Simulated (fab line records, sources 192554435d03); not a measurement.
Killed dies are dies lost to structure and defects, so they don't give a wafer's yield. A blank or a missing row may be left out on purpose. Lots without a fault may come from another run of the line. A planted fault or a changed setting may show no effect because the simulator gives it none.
Split-lot experiment | flow n5_finfet | 7 lots, 21 wafers read, on a route of 1938 steps

THE SPLIT
At N5_FIN_CUT_EXPOSE_05 (exposes mask FIN CUT), the setting dose_mj was moved away from the recipe's 45.75 on 10 of the 21 wafers read, by -7.4% to +6.8%. The other wafers ran this setting at the recipe's value.

FROM THE SPLIT TO THE READING: what the file shows between them, 2 steps
- N5_FIN_CUT_PEB_06: peb time 60 s
- N5_FIN_CUT_DEVELOP_07: develop time 30 s

THE READING
cd_nm, in nm, at N5_FIN_CUT_CD_MEAS_08 (target cd 29.1 nm). Fault-free wafers of this fab line usually give 29.15 nm, standard deviation 0.24 nm.

wafer  | tool, chamber at the split | dose_mj as run | against the recipe | cd_nm, nm | against lot-mates on the recipe
L074.2 | euv_scanner-02, 0          | 43.84          | -4.2%              | 28.10     | -1.25
L074.3 | euv_scanner-02, 0          | 45.75          | recipe             | 29.35     | -
L074.6 | euv_scanner-02, 0          | 43.84          | -4.2%              | 28.39     | -0.96
L075.1 | euv_scanner-02, 0          | 45.75          | recipe             | 29.04     | -
L075.4 | euv_scanner-02, 0          | 45.75          | recipe             | 28.60     | -
L075.6 | euv_scanner-02, 0          | 45.75          | recipe             | 29.19     | -
L086.3 | euv_scanner-01, 0          | 45.75          | recipe             | 28.89     | -
L086.5 | euv_scanner-01, 0          | 42.37          | -7.4%              | 27.80     | -1.15
L086.6 | euv_scanner-01, 0          | 45.75          | recipe             | 29.02     | -
L088.2 | euv_scanner-01, 0          | 43.8           | -4.3%              | 28.37     | -0.88
L088.3 | euv_scanner-01, 0          | 45.75          | recipe             | 29.25     | -
L088.6 | euv_scanner-01, 0          | 43.8           | -4.3%              | 28.79     | -0.46
L089.1 | euv_scanner-02, 0          | 45.75          | recipe             | 29.33     | -
L089.4 | euv_scanner-02, 0          | 48.66          | +6.4%              | 30.35     | +1.05
L089.6 | euv_scanner-02, 0          | 45.75          | recipe             | 29.26     | -
L095.1 | euv_scanner-02, 0          | 48.84          | +6.8%              | 30.53     | no lot-mate on the recipe
L095.3 | euv_scanner-02, 0          | 48.84          | +6.8%              | 30.37     | no lot-mate on the recipe
L095.4 | euv_scanner-02, 0          | 48.84          | +6.8%              | 30.02     | no lot-mate on the recipe
L096.1 | euv_scanner-02, 0          | 43.69          | -4.5%              | 28.53     | -0.67
L096.2 | euv_scanner-02, 0          | 45.75          | recipe             | 29.19     | -
L096.6 | euv_scanner-02, 0          | 45.75          | recipe             | 29.22     | -

THE FIT
A straight line over all 21 wafers: cd_nm changes by +0.174 nm for each +1% of dose_mj; r = +0.96; the points scatter about the line by 0.22 nm.
The same after taking each lot's own level away (the mean of its wafers on the recipe; 18 wafers): +0.175 nm for each +1%; r = +0.94; scatter 0.2 nm.
On that fit, the largest move of dose_mj shifts the reading by 1.3 nm.
The lots' own levels span 28.943 to 29.350 nm, that is 1.7 times the standard deviation above.
So the lot-to-lot level changes the slope little: the two slopes agree.
Check: with one of the wafers moved furthest among these (-7.4%) left out of the fit, the line predicts -1.39 nm for it against its lot-mates. It came out at -1.15 nm against them.

OTHER SPLITS ON THESE WAFERS
These wafers also went through other splits before the reading. Each is held against what the fit with the lots' levels taken away leaves over:
other split on the same wafers            | wafers away from the commonest value | r with cd_nm (lot level and that fit taken away)
N5_PMOS_HMC_CHANNEL_EPI_PEB_07 peb_time_s | 7                                    | -0.15
N5_PMOS_HMC_CHANNEL_EPI_DESCUM_14 time_s  | 10                                   | +0.19

THE WHOLE CHAIN: every reading that the file lists as answering this split, in the file's order
step                  | what it does                                                | reading                                                               | change (the file's fit)               | r (the file's)
N5_FIN_CUT_CD_MEAS_08 | target cd 29.1 nm                                           | cd_nm                                                                 | +0.171 nm for each +1% of the setting | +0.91
N5_FIN_CUT_ETCH_30    | etches underlayer in N2/H2, target depth 13 nm, time 10.4 s | FIN_CUT.cd_offset_nm (the simulator's own value, which no gauge read) | +0.176 nm for each +1% of the setting | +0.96
N5_FIN_CUT_ETCH_20    | etches SiARC in CF4, target depth 26 nm, time 43.3 s        | FIN_CUT.cd_offset_nm (the simulator's own value, which no gauge read) | +0.165 nm for each +1% of the setting | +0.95

THE FILE'S OWN FIT
cd_nm changes by +0.171 nm for each +1% of dose_mj, r = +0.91.
